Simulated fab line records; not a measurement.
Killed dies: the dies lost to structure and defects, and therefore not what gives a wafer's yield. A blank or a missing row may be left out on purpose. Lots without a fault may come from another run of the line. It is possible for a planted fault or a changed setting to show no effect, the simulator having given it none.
The tool behind it: which one?	flow n5_finfet	Sampling: 22 lots, 66 wafers, 6 of 1938 route steps

## WHAT THE GAUGES SHOWED, per wafer
N5_BEOL_M5_OVL_MEAS_29. Usual: V4_OVL typically reads -0.1 nm, with standard deviation 0.7.
lot	measured	on	V4_OVL (nm)	flag
L075	day 8 00:08	overlay-02	1.2 0.1 1.4	
L074	day 8 07:37	overlay-01	-0.2 -0.2 -0.5	
L076	day 8 11:08	overlay-01	-1.3 -0.1 -0.9	
L077	day 8 18:28	overlay-01	-1.0 -1.5 -0.8	
L078	day 8 23:04	overlay-02	0.7 0.0 0.4	
L079	day 9 09:59	overlay-02	-1.5 -0.1 -0.4	
L080	day 9 10:10	overlay-02	-0.8 -0.6 -0.1	
L081	day 10 03:17	overlay-02	-0.8 -0.8 -0.3	
L082	day 10 06:48	overlay-01	1.5 0.8 0.6	
L084	day 10 23:24	overlay-02	0.0 0.5 -0.7	
L085	day 11 00:30	overlay-01	-0.5 -1.4 -0.5	
L086	day 11 01:16	overlay-01	0.2 -0.5 -0.1	
L089	day 11 19:30	overlay-01	0.4 -0.3 0.5	
L088	day 11 22:28	overlay-02	-0.3 0.1 0.6	
L091	day 12 04:21	overlay-02	-0.7 0.8 0.4	
L092	day 12 10:20	overlay-01	-0.6 -0.1 1.0	
L090	day 12 13:20	overlay-01	-0.3 0.6 0.4	
L093	day 13 10:22	overlay-01	-0.3 -0.1 -0.8	
L095	day 13 10:24	overlay-02	-1.3 0.3 -0.2	
L094	day 13 12:02	overlay-01	0.5 0.0 0.5	
L096	day 13 13:22	overlay-01	-0.2 -0.5 0.0	
L097	day 13 17:19	overlay-01	-1.2 -0.2 -0.3	

## EACH LOT AND THE TOOL THAT RAN IT (in order: tool; ch and the chambers of the sampled wafers; start)
lot	N5_BEOL_M4_CMP_52	N5_BEOL_M5_PECVD_70	N5_BEOL_M5_DESCUM_16	N5_BEOL_M5_ETCH_72	N5_BEOL_M5_ETCH_62
L075	cmp-01 ch 0,1,3, day 7 18:37	pecvd-02 ch 0,2, day 7 20:49	rie_diel-05 ch 0,3, day 7 23:10	rie_diel-05 ch 0,3, day 7 23:12	rie_diel-05 ch 0,3, day 7 23:15
L074	cmp-02 ch 0,1,2, day 8 02:26	pecvd-02 ch 0,1, day 8 04:35	rie_diel-03 ch 2,3, day 8 06:11	rie_diel-03 ch 2,3, day 8 06:13	rie_diel-03 ch 2,3, day 8 06:16
L076	cmp-01 ch 0,1, day 8 04:56	pecvd-03 ch 1,2, day 8 07:07	rie_diel-05 ch 2,3, day 8 08:55	rie_diel-05 ch 2,3, day 8 08:56	rie_diel-05 ch 2,3, day 8 08:59
L077	cmp-04 ch 0,1,3, day 8 11:41	pecvd-02 ch 0,2, day 8 13:53	rie_diel-05 ch 0,1,2, day 8 16:25	rie_diel-05 ch 0,1,2, day 8 16:28	rie_diel-05 ch 0,1,2, day 8 16:30
L078	cmp-01 ch 1,2,3, day 8 15:30	pecvd-02 ch 1,2, day 8 17:37	rie_diel-01 ch 0,1,2, day 8 19:55	rie_diel-01 ch 0,1,2, day 8 19:57	rie_diel-01 ch 0,1,2, day 8 19:59
L079	cmp-02 ch 2,3, day 9 02:49	pecvd-03 ch 0,1,2, day 9 05:04	rie_diel-05 ch 0,1,2, day 9 07:21	rie_diel-05 ch 0,1,2, day 9 07:23	rie_diel-05 ch 0,1,2, day 9 07:26
L080	cmp-04 ch 0,3, day 9 04:15	pecvd-02 ch 0,1,2, day 9 06:35	rie_diel-03 ch 1,2,3, day 9 07:47	rie_diel-03 ch 1,2,3, day 9 07:49	rie_diel-03 ch 1,2,3, day 9 07:52
L081	cmp-04 ch 0,1,3, day 9 19:51	pecvd-02 ch 0,1,2, day 9 22:02	rie_diel-03 ch 0,1,2, day 9 23:29	rie_diel-03 ch 0,1,2, day 9 23:32	rie_diel-03 ch 0,1,2, day 9 23:34
L082	cmp-01 ch 1,2,3, day 10 01:14	pecvd-02 ch 0,1,2, day 10 03:23	rie_diel-03 ch 1,2,3, day 10 04:06	rie_diel-03 ch 1,2,3, day 10 04:08	rie_diel-03 ch 1,2,3, day 10 04:11
L084	cmp-04 ch 0,1,2, day 10 16:49	pecvd-02 ch 0,1,2, day 10 19:06	rie_diel-03 ch 0,2,3, day 10 22:34	rie_diel-03 ch 0,2,3, day 10 22:35	rie_diel-03 ch 0,2,3, day 10 22:38
L085	cmp-01 ch 0,1,3, day 10 19:42	pecvd-01 ch 1,2, day 10 21:59	rie_diel-01 ch 0,1,3, day 10 23:24	rie_diel-01 ch 0,1,3, day 10 23:26	rie_diel-01 ch 0,1,3, day 10 23:28
L086	cmp-04 ch 1,3, day 10 20:19	pecvd-01 ch 0,2, day 10 22:30	rie_diel-01 ch 1,3, day 11 00:21	rie_diel-01 ch 1,3, day 11 00:23	rie_diel-01 ch 1,3, day 11 00:26
L089	cmp-01 ch 0,3, day 11 14:02	pecvd-02 ch 1,2, day 11 16:11	rie_diel-03 ch 0,1,3, day 11 17:57	rie_diel-03 ch 0,1,3, day 11 17:59	rie_diel-03 ch 0,1,3, day 11 18:02
L088	cmp-02 ch 0,1,2, day 11 17:34	pecvd-01 ch 1,2, day 11 20:23	rie_diel-05 ch 1,2,3, day 11 21:32	rie_diel-05 ch 1,2,3, day 11 21:34	rie_diel-05 ch 1,2,3, day 11 21:37
L091	cmp-01 ch 0,2,3, day 11 22:05	pecvd-02 ch 0,1, day 12 02:09	rie_diel-01 ch 0,1,3, day 12 03:26	rie_diel-01 ch 0,1,3, day 12 03:28	rie_diel-01 ch 0,3, day 12 03:31
L092	cmp-01 ch 0,1, day 12 05:23	pecvd-03 ch 0,2, day 12 07:34	rie_diel-03 ch 1,3, day 12 08:25	rie_diel-03 ch 1,3, day 12 08:27	rie_diel-03 ch 1,3, day 12 08:30
L090	cmp-04 ch 0,1,2, day 12 07:25	pecvd-02 ch 0,1, day 12 09:29	rie_diel-01 ch 0,1, day 12 12:18	rie_diel-01 ch 0,1, day 12 12:20	rie_diel-01 ch 0,1, day 12 12:23
L093	cmp-01 ch 1,2,3, day 13 03:42	pecvd-02 ch 0,1,2, day 13 05:56	rie_diel-03 ch 0,3, day 13 07:44	rie_diel-03 ch 0,3, day 13 07:46	rie_diel-03 ch 0,3, day 13 07:49
L095	cmp-04 ch 0,2,3, day 13 05:53	pecvd-03 ch 0,2, day 13 08:05	rie_diel-03 ch 0,1,3, day 13 08:57	rie_diel-03 ch 0,1,3, day 13 08:59	rie_diel-03 ch 0,1,3, day 13 09:02
L094	cmp-04 ch 0,3, day 13 06:56	pecvd-02 ch 1,2, day 13 09:07	rie_diel-03 ch 1,2, day 13 10:55	rie_diel-03 ch 1,2, day 13 10:57	rie_diel-03 ch 1,2, day 13 10:59
L096	cmp-04 ch 0,2, day 13 07:31	pecvd-02 ch 0,1, day 13 09:50	rie_diel-01 ch 0,3, day 13 12:32	rie_diel-01 ch 0,3, day 13 12:34	rie_diel-01 ch 0,3, day 13 12:37
L097	cmp-04 ch 0,2,3, day 13 09:16	pecvd-02 ch 1,2, day 13 11:25	rie_diel-01 ch 0,1,3, day 13 13:02	rie_diel-01 ch 0,1,3, day 13 13:04	rie_diel-01 ch 0,1,3, day 13 13:07
- N5_BEOL_M4_CMP_52: polishes, stops on SiOC, t overpolish 6.8 s, target thk 40 nm.
- N5_BEOL_M5_PECVD_70: deposits SiO2 from TEOS/O2, target thk 16 nm, time 18 s.
- N5_BEOL_M5_DESCUM_16: chemistry O2, time 7 s.
- N5_BEOL_M5_ETCH_72: etches underlayer in N2/H2, target depth 6.5 nm, time 5.2 s.
- N5_BEOL_M5_ETCH_62: etches SOC in N2/H2, target depth 75 nm, overetch 15 nm, time 112.5 s.

## WHAT THE TOOLS THEMSELVES READ (means of the sampled wafers that have a number; where no wafer has one, the mark that the record gives instead)
N5_BEOL_M4_CMP_52. Usual: barrier_field_endpoint_s 24.9 s, standard deviation 0.59; clearing_platen_down_force_psi 1.500 psi, standard deviation 0.0031; head_pressure_psi 1.0001 psi, standard deviation 0.0022; motor_current_A 6.1 A, standard deviation 0.55; overpolish_run_s 6.801 s, standard deviation 0.0092; time_to_endpoint_s 62.5 s, standard deviation 2.4.
lot	tool	barrier_field_endpoint_s (s)	clearing_platen_down_force_psi (psi)	head_pressure_psi (psi)	motor_current_A (A)	overpolish_run_s (s)	time_to_endpoint_s (s)	flag
L075	cmp-01	24.7	1.501	1.0005	6.1	6.801	60.7	
L074	cmp-02	25.3	1.501	1.0003	6.4	6.795	64.7	
L076	cmp-01	25.1	1.498	0.9993	6.2	6.795	61.3	
L077	cmp-04	25.3	1.499	1.0009	5.8	6.806	63.6	
L078	cmp-01	24.9	1.498	1.0009	5.9	6.804	63.4	
L079	cmp-02	25.3	1.498	1.0006	6.7	6.805	62.6	
L080	cmp-04	25.7	1.497	0.9997	6.0	6.801	63.2	
L081	cmp-04	25.2	1.496	1.0003	6.2	6.800	65.0	
L082	cmp-01	25.0	1.501	1.0020	6.0	6.801	59.9	
L084	cmp-04	25.4	1.502	1.0038	6.2	6.796	67.7	
L085	cmp-01	24.2	1.498	1.0004	6.0	6.800	59.1	
L086	cmp-04	24.9	1.496	0.9986	6.2	6.801	63.7	
L089	cmp-01	25.1	1.501	0.9995	5.7	6.809	61.2	
L088	cmp-02	25.1	1.498	1.0009	6.4	6.799	64.0	
L091	cmp-01	24.5	1.495	1.0015	5.7	6.784	59.8	
L092	cmp-01	25.4	1.501	0.9994	6.0	6.800	64.1	
L090	cmp-04	25.3	1.498	0.9997	6.3	6.791	63.3	
L093	cmp-01	24.0	1.498	1.0001	5.8	6.798	58.5	
L095	cmp-04	25.1	1.500	1.0004	6.0	6.798	62.7	
L094	cmp-04	23.9	1.499	0.9989	6.1	6.808	62.0	
L096	cmp-04	24.7	1.497	0.9995	6.3	6.806	63.0	
L097	cmp-04	24.3	1.502	0.9997	6.4	6.802	62.6	

N5_BEOL_M5_PECVD_70. Usual: heater_power_w 784 W, standard deviation 69; showerhead_plenum_p_Torr 8.81 Torr, standard deviation 0.054; throttle_valve_pct 22.2 %, standard deviation 0.67.
lot	tool	heater_power_w (W)	showerhead_plenum_p_Torr (Torr)	throttle_valve_pct (%)	flag
L075	pecvd-02	863	8.83	22.4	
L074	pecvd-02	767	8.80	21.9	
L076	pecvd-03	678	8.84	22.2	
L077	pecvd-02	847	8.86	22.6	
L078	pecvd-02	866	8.81	22.6	
L079	pecvd-03	701	8.79	22.4	
L080	pecvd-02	787	8.81	22.2	
L081	pecvd-02	816	8.81	22.1	
L082	pecvd-02	805	8.80	22.2	
L084	pecvd-02	823	8.80	22.3	
L085	pecvd-01	749	8.77	21.2	
L086	pecvd-01	811	8.78	21.8	
L089	pecvd-02	807	8.80	22.6	
L088	pecvd-01	810	8.76	21.3	
L091	pecvd-02	777	8.80	21.9	
L092	pecvd-03	668	8.77	22.9	
L090	pecvd-02	766	8.78	21.8	
L093	pecvd-02	797	8.82	22.2	
L095	pecvd-03	708	8.83	22.4	
L094	pecvd-02	803	8.76	22.2	
L096	pecvd-02	774	8.83	21.6	
L097	pecvd-02	717	8.78	22.4	

N5_BEOL_M5_DESCUM_16. Usual: drypump_motor_current_A 5.8 A, standard deviation 0.4; oes_product_au 0.79 a.u., standard deviation 0.069; rf_vpp_V 243.2 V, standard deviation 1.2; showerhead_plenum_p_Torr 2.10 Torr, standard deviation 0.051; throttle_valve_pct 20.39 %, standard deviation 0.28.
lot	tool	drypump_motor_current_A (A)	oes_product_au (a.u.)	rf_vpp_V (V)	showerhead_plenum_p_Torr (Torr)	throttle_valve_pct (%)	flag
L075	rie_diel-05	5.5	0.73	243.5	2.09	20.89	
L074	rie_diel-03	5.7	0.80	243.5	2.11	20.32	
L076	rie_diel-05	5.3	0.80	242.5	2.10	20.57	
L077	rie_diel-05	5.7	0.80	243.5	2.11	20.49	
L078	rie_diel-01	5.7	0.82	242.9	2.09	20.32	
L079	rie_diel-05	5.6	0.79	243.5	2.11	20.49	
L080	rie_diel-03	6.0	0.79	244.2	2.14	20.36	
L081	rie_diel-03	6.0	0.75	243.8	2.09	20.31	
L082	rie_diel-03	6.0	0.78	244.4	2.14	20.37	
L084	rie_diel-03	6.0	0.80	242.9	2.08	20.28	
L085	rie_diel-01	5.5	0.85	244.2	2.12	20.32	
L086	rie_diel-01	5.6	0.87	242.9	2.12	20.32	
L089	rie_diel-03	6.2	0.79	243.4	2.11	20.31	
L088	rie_diel-05	5.6	0.78	242.9	2.11	20.54	
L091	rie_diel-01	5.5	0.83	243.0	2.11	20.34	
L092	rie_diel-03	6.2	0.81	243.5	2.15	20.38	
L090	rie_diel-01	5.7	0.79	244.8	2.11	20.45	
L093	rie_diel-03	6.2	0.78	242.5	2.04	20.25	
L095	rie_diel-03	6.2	0.76	243.0	2.10	20.34	
L094	rie_diel-03	5.9	0.71	242.9	2.14	20.45	
L096	rie_diel-01	5.3	0.84	244.1	2.11	20.25	
L097	rie_diel-01	5.5	0.81	244.4	2.11	20.36	

N5_BEOL_M5_ETCH_72. Usual: drypump_motor_current_A 5.8 A, standard deviation 0.4; etch_rf_on_time_s 5.18 s, standard deviation 0.086; oes_product_au 0.67 a.u., standard deviation 0.06; rf_vpp_V 524.2 V, standard deviation 2.1; showerhead_plenum_p_Torr 2.55 Torr, standard deviation 0.062; throttle_valve_pct 17.80 %, standard deviation 0.28.
lot	tool	drypump_motor_current_A (A)	etch_rf_on_time_s (s)	oes_product_au (a.u.)	rf_vpp_V (V)	showerhead_plenum_p_Torr (Torr)	throttle_valve_pct (%)	flag
L075	rie_diel-05	5.5	5.16	0.63	524.9	2.52	18.18	
L074	rie_diel-03	5.7	5.18	0.68	525.6	2.57	17.81	
L076	rie_diel-05	5.3	5.10	0.68	523.5	2.54	17.87	
L077	rie_diel-05	5.6	5.21	0.68	524.4	2.55	17.81	
L078	rie_diel-01	5.7	5.19	0.70	523.5	2.53	17.69	
L079	rie_diel-05	5.6	5.14	0.68	523.8	2.55	17.82	
L080	rie_diel-03	5.9	5.20	0.68	523.3	2.60	17.82	
L081	rie_diel-03	5.9	5.17	0.64	523.8	2.55	17.79	
L082	rie_diel-03	6.0	5.16	0.67	526.7	2.59	17.83	
L084	rie_diel-03	6.0	5.17	0.68	523.4	2.52	17.72	
L085	rie_diel-01	5.5	5.16	0.73	523.9	2.57	17.74	
L086	rie_diel-01	5.5	5.17	0.73	525.2	2.58	17.70	
L089	rie_diel-03	6.2	5.22	0.67	524.0	2.56	17.72	
L088	rie_diel-05	5.5	5.15	0.68	524.2	2.55	17.87	
L091	rie_diel-01	5.5	5.14	0.71	525.0	2.57	17.76	
L092	rie_diel-03	6.2	5.22	0.68	526.0	2.61	17.78	
L090	rie_diel-01	5.7	5.23	0.68	524.5	2.55	17.85	
L093	rie_diel-03	6.2	5.27	0.66	522.7	2.48	17.65	
L095	rie_diel-03	6.2	5.27	0.65	523.7	2.55	17.75	
L094	rie_diel-03	5.9	5.18	0.61	525.0	2.61	17.97	
L096	rie_diel-01	5.3	5.08	0.73	525.4	2.57	17.72	
L097	rie_diel-01	5.5	5.17	0.69	524.4	2.56	17.79	

N5_BEOL_M5_ETCH_62. Usual: drypump_motor_current_A 5.8 A, standard deviation 0.4; oes_product_au 0.62 a.u., standard deviation 0.051; rf_vpp_V 524.0 V, standard deviation 1.7; showerhead_plenum_p_Torr 2.55 Torr, standard deviation 0.062; throttle_valve_pct 17.75 %, standard deviation 0.28.
lot	tool	drypump_motor_current_A (A)	oes_product_au (a.u.)	rf_vpp_V (V)	showerhead_plenum_p_Torr (Torr)	throttle_valve_pct (%)	flag
L075	rie_diel-05	5.5	0.58	523.6	2.52	18.16	
L074	rie_diel-03	5.7	0.63	525.3	2.57	17.77	
L076	rie_diel-05	5.3	0.63	524.7	2.54	17.83	
L077	rie_diel-05	5.7	0.63	523.3	2.55	17.78	
L078	rie_diel-01	5.7	0.65	523.8	2.53	17.65	
L079	rie_diel-05	5.6	0.62	523.7	2.55	17.80	
L080	rie_diel-03	6.0	0.62	525.3	2.60	17.79	
L081	rie_diel-03	5.9	0.60	523.1	2.55	17.76	
L082	rie_diel-03	5.9	0.62	524.7	2.59	17.79	
L084	rie_diel-03	6.0	0.63	522.9	2.52	17.68	
L085	rie_diel-01	5.5	0.67	524.0	2.58	17.71	
L086	rie_diel-01	5.5	0.68	524.5	2.58	17.66	
L089	rie_diel-03	6.2	0.62	523.8	2.56	17.69	
L088	rie_diel-05	5.5	0.63	524.1	2.55	17.83	
L091	rie_diel-01	5.5	0.63	524.6	2.56	17.77	
L092	rie_diel-03	6.2	0.64	525.7	2.61	17.73	
L090	rie_diel-01	5.7	0.62	524.0	2.55	17.81	
L093	rie_diel-03	6.2	0.62	522.6	2.48	17.60	
L095	rie_diel-03	6.2	0.61	523.6	2.55	17.72	
L094	rie_diel-03	6.0	0.57	525.0	2.60	17.92	
L096	rie_diel-01	5.3	0.66	524.4	2.57	17.67	
L097	rie_diel-01	5.5	0.64	524.1	2.56	17.74	

## THE ANSWER, worked out from the rows above alone
Rule: a lot is off if the mean of its wafers that have a number lies more than 3 standard deviations from the usual mean. Also off: a lot with no number at a reading for which 4 or more lots have one. The other lots that the step has rows for count as sound. First the gauges in route order, then the tools' own readings, where a lot's mean is used as printed above. At the first step where some lot is off, the reading lying furthest off is the one used; lots without a number count as furthest.
None of the lots is off at any reading shown; this tells nothing.

## WHAT WAS PUT IN BY THE SIMULATOR
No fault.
